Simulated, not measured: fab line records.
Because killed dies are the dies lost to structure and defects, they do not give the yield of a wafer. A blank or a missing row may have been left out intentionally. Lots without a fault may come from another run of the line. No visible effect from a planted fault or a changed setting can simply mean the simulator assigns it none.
Matching of chambers	flow n5 finfet	4 sister chambers for N5_MOL_CONTACT_COAG_DESCUM_45 on rie diel-02
The step chemistry O2, time 7 s. 20 wafers are shown with their chamber, then 10 later ones without.

WAFERS PAIRED WITH THEIR CHAMBERS
wafer	chamber	showerhead plenum p Torr (Torr)	throttle valve pct (%)	oes product au (a.u.)
L078.1	0	1.97	20.37	0.69
L078.4	1	2.16	20.48	0.73
L078.5	1	2.16	20.47	0.72
L079.1	2	2.21	20.30	0.80
L079.3	3	2.02	20.20	0.76
L079.5	0	1.97	20.36	0.69
L080.2	2	2.21	20.30	0.80
L080.5	3	2.02	20.22	0.76
L080.6	0	1.97	20.37	0.68
L081.1	2	2.21	20.31	0.79
L081.2	1	2.16	20.47	0.71
L081.3	0	1.97	20.40	0.68
L083.2	3	2.01	20.23	0.75
L083.5	0	1.97	20.42	0.67
L083.6	1	2.16	20.51	0.71
L085.2	3	2.01	20.23	0.75
L085.5	1	2.15	20.51	0.71
L085.6	3	2.01	20.24	0.75
L087.1	1	2.15	20.51	0.70
L087.4	3	2.01	20.24	0.74

SIGNATURES (averages over the wafers above)
reading	chamber 0	chamber 1	chamber 2	chamber 3	scatter within a chamber
showerhead plenum p Torr	1.9700	2.1567	2.2100	2.0133	0.00408
throttle valve pct	20.3840	20.4917	20.3033	20.2267	0.019
oes product au	0.6820	0.7133	0.7967	0.7517	0.00853
Rule: for a wafer and a chamber, the distance is found by dividing, reading by reading, the gap between the wafer's reading and the chamber's mean by the reading's scatter, squaring, summing and taking the root. If the next closest chamber is less than 2 further off than the closest, the wafer can't be placed; otherwise it belongs to the closest. The scatter is the square root of a quotient: the sum, over the shown wafers, of each reading's squared deviation from its chamber's mean, divided by wafers minus chambers.

WAFERS WHOSE CHAMBER IS MISSING
wafer	showerhead plenum p Torr (Torr)	throttle valve pct (%)	oes product au (a.u.)
L087.5	2.20	20.32	0.77
L088.2	2.20	20.33	0.78
L088.3	2.01	20.23	0.75
L088.5	2.20	20.32	0.78
L091.3	2.15	20.53	0.70
L091.4	2.15	20.53	0.69
L091.6	2.23	20.05	0.95
L093.1	2.01	20.25	0.74
L093.4	2.22	20.06	0.94
L093.6	2.15	20.52	0.70

THE CHAMBER EACH PASSED THROUGH
wafer	from the rows above	in truth
L087.5	2	2
L088.2	2	2
L088.3	3	3
L088.5	2	2
L091.3	1	1
L091.4	1	1
L091.6	2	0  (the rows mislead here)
L093.1	3	3
L093.4	2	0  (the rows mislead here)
L093.6	1	1
Correct placement for 8 of the 10. From these rows, 0 cannot be placed. Wrongly placed: 2.
